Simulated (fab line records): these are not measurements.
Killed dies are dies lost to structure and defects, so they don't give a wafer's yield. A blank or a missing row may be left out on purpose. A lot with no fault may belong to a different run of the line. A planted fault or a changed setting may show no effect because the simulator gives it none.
Which of the tools did it? ; flow n5_finfet ; 24 lots with 72 wafers sampled at 5 steps, on a route of 1938 steps

WHAT THE GAUGES READ, wafer by wafer
N5_SDB_INSPECT_13: inspects for defects (brightfield).
lot;measured;on;raw_defect_count
L074;day 3 16:39;defect_inspect-02;62 79 66
L075;day 3 21:40;defect_inspect-02;110 54 118
L076;day 4 06:02;defect_inspect-01;84 46 95
L077;day 4 13:37;defect_inspect-02;63 48 103
L078;day 4 15:19;defect_inspect-02;31 40 46
L079;day 4 23:16;defect_inspect-01;63 91 35
L080;day 5 03:01;defect_inspect-02;102 68 86
L081;day 5 12:41;defect_inspect-02;136 110 155
L082;day 5 23:02;defect_inspect-01;51 90 92
L083;day 6 01:20;defect_inspect-02;121 103 125
L084;day 6 06:29;defect_inspect-01;49 47 27
L085;day 6 13:25;defect_inspect-01;67 66 123
L086;day 6 19:19;defect_inspect-02;61 72 102
L087;day 6 22:38;defect_inspect-02;98 94 54
L088;day 7 04:53;defect_inspect-01;29 36 35
L089;day 7 12:39;defect_inspect-02;63 55 29
L090;day 7 16:55;defect_inspect-02;90 55 40
L091;day 8 01:51;defect_inspect-02;72 104 85
L092;day 8 03:58;defect_inspect-02;67 110 72
L093;day 8 10:37;defect_inspect-01;65 59 36
L094;day 8 16:19;defect_inspect-01;86 81 96
L095;day 8 23:16;defect_inspect-02;67 151 85
L096;day 9 07:14;defect_inspect-02;69 78 66
L097;day 9 10:33;defect_inspect-01;49 58 47

N5_HKMG_FIN_CD_MEAS_12 targets a cd of 92.8 nm.
lot;measured;on;cd_nm (nm)
L074;day 4 01:59;cd_sem-03;92.8 93.9 93.8
L075;day 4 07:24;cd_sem-01;92.5 92.9 93.1
L076;day 4 15:24;cd_sem-01;92.7 93.1 92.9
L077;day 4 22:29;cd_sem-01;92.5 92.4 92.5
L078;day 4 23:58;cd_sem-01;92.3 92.3 92.2
L079;day 5 08:40;cd_sem-01;93.3 93.3 93.3
L080;day 5 12:22;cd_sem-03;92.6 92.9 92.3
L081;day 5 21:29;cd_sem-03;92.8 92.3 92.8
L082;day 6 07:58;cd_sem-03;93.0 92.9 92.8
L083;day 6 10:44;cd_sem-02;93.4 93.0 93.3
L084;day 6 15:41;cd_sem-01;93.6 92.3 93.0
L085;day 6 22:23;cd_sem-01;93.6 93.2 93.7
L086;day 7 05:53;cd_sem-03;93.3 93.2 93.3
L087;day 7 08:07;cd_sem-02;92.9 92.4 92.8
L088;day 7 14:54;cd_sem-03;93.2 92.3 93.1
L089;day 7 21:28;cd_sem-02;93.2 93.5 93.0
L090;day 8 02:30;cd_sem-01;93.1 93.0 93.1
L091;day 8 10:43;cd_sem-02;92.7 92.1 92.3
L092;day 8 13:26;cd_sem-02;93.1 92.7 92.9
L093;day 8 20:06;cd_sem-03;93.0 92.9 92.9
L094;day 9 03:11;cd_sem-02;92.2 92.6 91.9
L095;day 9 08:19;cd_sem-01;93.8 93.3 93.9
L096;day 9 16:14;cd_sem-02;93.3 93.1 93.2
L097;day 9 19:46;cd_sem-02;93.4 93.4 93.9

TOOL THAT RAN EACH LOT (tool first, then ch and the chambers of the sampled wafers, then the start)
lot;N5_SDB_DESCUM_16;N5_SDB_ETCH_25;N5_SDB_CMP_30
L074;rie_diel-03 ch 0,1, day 3 16:41;rie_diel-03 ch 0,1, day 3 17:13;cmp-02 ch 0,1,2, day 3 20:13
L075;rie_diel-05 ch 0,2, day 3 21:43;rie_diel-03 ch 1,2, day 3 22:47;cmp-02 ch 0,2,3, day 4 01:52
L076;rie_diel-05 ch 1,2,3, day 4 06:05;rie_diel-04 ch 0,1,3, day 4 06:37;cmp-01 ch 1,3, day 4 09:58
L077;rie_diel-03 ch 1,2, day 4 13:50;rie_diel-05 ch 1,2,3, day 4 14:22;cmp-01 ch 0,2, day 4 17:22
L078;rie_diel-04 ch 0,1,2, day 4 15:20;rie_diel-03 ch 0,1,3, day 4 15:53;cmp-02 ch 0,2,3, day 4 18:53
L079;rie_diel-03 ch 0,1, day 4 23:18;rie_diel-03 ch 0,1,3, day 5 00:20;cmp-02 ch 0,1,2, day 5 03:36
L080;rie_diel-05 ch 1,2,3, day 5 03:02;rie_diel-03 ch 0,2,3, day 5 03:54;cmp-01 ch 1,2,3, day 5 06:54
L081;rie_diel-03 ch 0,2,3, day 5 12:43;rie_diel-04 ch 1,2,3, day 5 13:14;cmp-01 ch 1,2,3, day 5 16:14
L082;rie_diel-03 ch 0,1,2, day 5 23:05;rie_diel-05 ch 0,3, day 5 23:36;cmp-03 ch 0,3, day 6 02:36
L083;rie_diel-04 ch 0,2, day 6 01:22;rie_diel-05 ch 1,2, day 6 01:55;cmp-01 ch 2,3, day 6 05:19
L084;rie_diel-04 ch 0,2,3, day 6 06:39;rie_diel-03 ch 2,3, day 6 07:12;cmp-01 ch 0,3, day 6 10:12
L085;rie_diel-03 ch 0,3, day 6 13:27;rie_diel-04 ch 0,1, day 6 14:16;cmp-01 ch 1,2,3, day 6 17:17
L086;rie_diel-05 ch 0,1, day 6 19:21;rie_diel-05 ch 0,3, day 6 19:56;cmp-02 ch 0,1,3, day 7 00:25
L087;rie_diel-05 ch 1,2, day 6 22:50;rie_diel-05 ch 1,3, day 6 23:44;cmp-02 ch 0,2,3, day 7 02:46
L088;rie_diel-04 ch 0,1,2, day 7 05:08;rie_diel-05 ch 0,1,2, day 7 05:46;cmp-01 ch 1,3, day 7 09:33
L089;rie_diel-05 ch 1,2,3, day 7 12:41;rie_diel-04 ch 0,1,3, day 7 13:13;cmp-01 ch 0,1,3, day 7 16:13
L090;rie_diel-05 ch 0,1,3, day 7 16:56;rie_diel-04 ch 0,3, day 7 17:30;cmp-01 ch 0,1,2, day 7 20:31
L091;rie_diel-03 ch 0,2, day 8 01:53;rie_diel-04 ch 0,3, day 8 02:25;cmp-02 ch 1,3, day 8 05:27
L092;rie_diel-04 ch 0,3, day 8 04:00;rie_diel-03 ch 2,3, day 8 04:32;cmp-02 ch 0,2, day 8 08:10
L093;rie_diel-03 ch 1,3, day 8 10:44;rie_diel-03 ch 0,1,3, day 8 11:17;cmp-02 ch 0,2,3, day 8 14:22
L094;rie_diel-05 ch 0,3, day 8 16:55;rie_diel-04 ch 1,2, day 8 18:23;cmp-01 ch 0,2,3, day 8 21:29
L095;rie_diel-03 ch 2,3, day 8 23:18;rie_diel-04 ch 0,1,2, day 8 23:50;cmp-02 ch 0,1,3, day 9 02:52
L096;rie_diel-04 ch 1,2, day 9 07:16;rie_diel-03 ch 0,1, day 9 07:47;cmp-02 ch 1,2,3, day 9 10:53
L097;rie_diel-03 ch 0,1,3, day 9 10:35;rie_diel-05 ch 1,2, day 9 11:07;cmp-02 ch 0,2, day 9 14:07
- N5_SDB_DESCUM_16: chemistry O2, time 7.9 s.
- N5_SDB_ETCH_25: etches SiO2 in C4F6/O2, target depth 10 nm, time 3.3 s.
- N5_SDB_CMP_30: polishes, stops on poly-Si, t overpolish 1.54 s, target thk 30 nm.

WHAT THE TOOLS THEMSELVES READ (means of the sampled wafers that have a number; where no wafer has one, the mark that the record gives instead)
N5_SDB_DESCUM_16.
lot;tool;bias_power_w (W);drypump_motor_current_A (A);oes_product_au (a.u.);rf_vpp_V (V);showerhead_plenum_p_Torr (Torr);throttle_valve_pct (%)
L074;rie_diel-03;19.98;6.2;0.76;242.5;2.08;20.79
L075;rie_diel-05;20.06;6.2;0.87;241.9;2.04;20.10
L076;rie_diel-05;20.11;6.2;0.77;243.2;2.09;20.54
L077;rie_diel-03;20.01;5.8;0.70;244.3;2.12;20.86
L078;rie_diel-04;19.95;5.6;0.70;244.2;2.10;20.36
L079;rie_diel-03;19.98;6.0;0.82;243.3;2.11;20.69
L080;rie_diel-05;20.04;6.2;0.76;243.7;2.09;20.55
L081;rie_diel-03;20.02;5.9;0.81;243.6;2.13;20.57
L082;rie_diel-03;19.98;5.9;0.75;243.8;2.11;20.80
L083;rie_diel-04;20.01;5.4;0.68;243.0;2.12;20.41
L084;rie_diel-04;19.99;5.7;0.67;243.3;2.06;20.54
L085;rie_diel-03;20.05;6.1;0.84;243.4;2.11;20.38
L086;rie_diel-05;20.02;6.1;0.80;241.7;2.05;20.34
L087;rie_diel-05;19.96;6.3;0.78;242.7;2.04;20.36
L088;rie_diel-04;19.98;5.6;0.69;242.7;2.09;20.41
L089;rie_diel-05;19.97;6.2;0.74;243.3;2.08;20.58
L090;rie_diel-05;20.01;6.1;0.74;242.8;2.08;20.57
L091;rie_diel-03;19.99;5.6;0.74;243.8;2.13;20.80
L092;rie_diel-04;20.03;5.7;0.66;242.9;2.09;20.62
L093;rie_diel-03;19.98;6.4;0.89;243.3;2.07;20.49
L094;rie_diel-05;19.96;6.1;0.80;243.0;2.07;20.36
L095;rie_diel-03;20.07;5.8;0.72;243.1;2.13;20.70
L096;rie_diel-04;19.99;5.8;0.78;242.4;2.07;20.29
L097;rie_diel-03;20.05;6.2;0.85;243.2;2.09;20.52

N5_SDB_ETCH_25.
lot;tool;bias_w (W);drypump_motor_current_A (A);oes_product_au (a.u.);rf_vpp_V (V);showerhead_plenum_p_Torr (Torr);throttle_valve_pct (%)
L074;rie_diel-03;185.5;6.2;0.76;667;2.84;21.52
L075;rie_diel-03;184.9;6.2;0.69;672;2.85;21.63
L076;rie_diel-04;184.9;5.9;0.71;665;2.83;21.26
L077;rie_diel-05;184.8;6.2;0.76;669;2.85;21.31
L078;rie_diel-03;185.2;6.2;0.80;668;2.86;21.32
L079;rie_diel-03;185.5;6.2;0.80;667;2.86;21.31
L080;rie_diel-03;186.0;5.8;0.82;672;2.90;21.32
L081;rie_diel-04;185.4;5.9;0.69;658;2.78;21.26
L082;rie_diel-05;185.0;6.2;0.77;675;2.89;21.32
L083;rie_diel-05;185.0;6.3;0.79;660;2.79;21.12
L084;rie_diel-03;185.0;6.1;0.79;675;2.90;21.25
L085;rie_diel-04;185.2;5.8;0.70;666;2.87;21.14
L086;rie_diel-05;184.9;6.2;0.77;675;2.89;21.33
L087;rie_diel-05;185.8;6.2;0.70;673;2.85;21.53
L088;rie_diel-05;185.0;6.2;0.78;665;2.79;21.12
L089;rie_diel-04;185.2;5.9;0.69;664;2.82;21.31
L090;rie_diel-04;184.5;5.7;0.67;668;2.85;21.32
L091;rie_diel-04;185.1;6.0;0.67;662;2.77;21.46
L092;rie_diel-03;185.1;6.1;0.77;675;2.89;21.26
L093;rie_diel-03;185.8;6.2;0.87;668;2.85;21.25
L094;rie_diel-04;184.6;5.6;0.87;657;2.81;20.92
L095;rie_diel-04;184.1;5.6;0.88;664;2.85;20.94
L096;rie_diel-03;185.3;6.0;0.86;663;2.84;21.36
L097;rie_diel-05;184.7;6.2;0.90;667;2.79;21.12

N5_SDB_CMP_30.
lot;tool;motor_current_A (A);overpolish_run_s (s);time_to_endpoint_s (s)
L074;cmp-02;13.6;1.543;18.6
L075;cmp-02;13.1;1.544;20.9
L076;cmp-01;11.2;1.546;16.2
L077;cmp-01;10.9;1.545;17.5
L078;cmp-02;13.4;1.537;17.0
L079;cmp-02;13.7;1.547;16.5
L080;cmp-01;11.7;1.544;19.0
L081;cmp-01;11.4;1.541;19.9
L082;cmp-03;12.8;1.524;18.7
L083;cmp-01;12.1;1.549;17.5
L084;cmp-01;12.1;1.546;18.0
L085;cmp-01;11.8;1.531;18.1
L086;cmp-02;13.0;1.540;15.1
L087;cmp-02;13.0;1.546;17.2
L088;cmp-01;12.3;1.539;17.9
L089;cmp-01;11.4;1.549;16.9
L090;cmp-01;11.1;1.540;14.5
L091;cmp-02;12.7;1.532;19.0
L092;cmp-02;14.2;1.535;15.6
L093;cmp-02;13.5;1.547;15.1
L094;cmp-01;11.8;1.545;15.8
L095;cmp-02;12.5;1.540;18.6
L096;cmp-02;13.8;1.544;19.1
L097;cmp-02;13.1;1.543;16.0

THE ANSWER, worked out from the rows above alone
Rule: what is usual is taken from the lots themselves. Put in order of their means at a reading, lots are off if they are a third of the lots or fewer, leave a main group of 4 or more, and stand apart from it by a gap of 3 or more times the standard deviation of the main group's means; of several such gaps the widest counts. If all means in a main group match to the digits the tables above print for the reading, that group is not used. A lot without any number at a reading at which 4 lots or more have one is off too. All remaining lots with rows at the step are treated as sound. After the gauges, taken in route order, come the tools' own readings; for these a lot's mean is taken, as printed above. At the first step where some lot is off, the reading lying furthest off is the one used; lots without a number count as furthest.
No lot is off on any of the readings shown, so nothing can be concluded from this.

WHAT THE SIMULATOR HAD INSERTED
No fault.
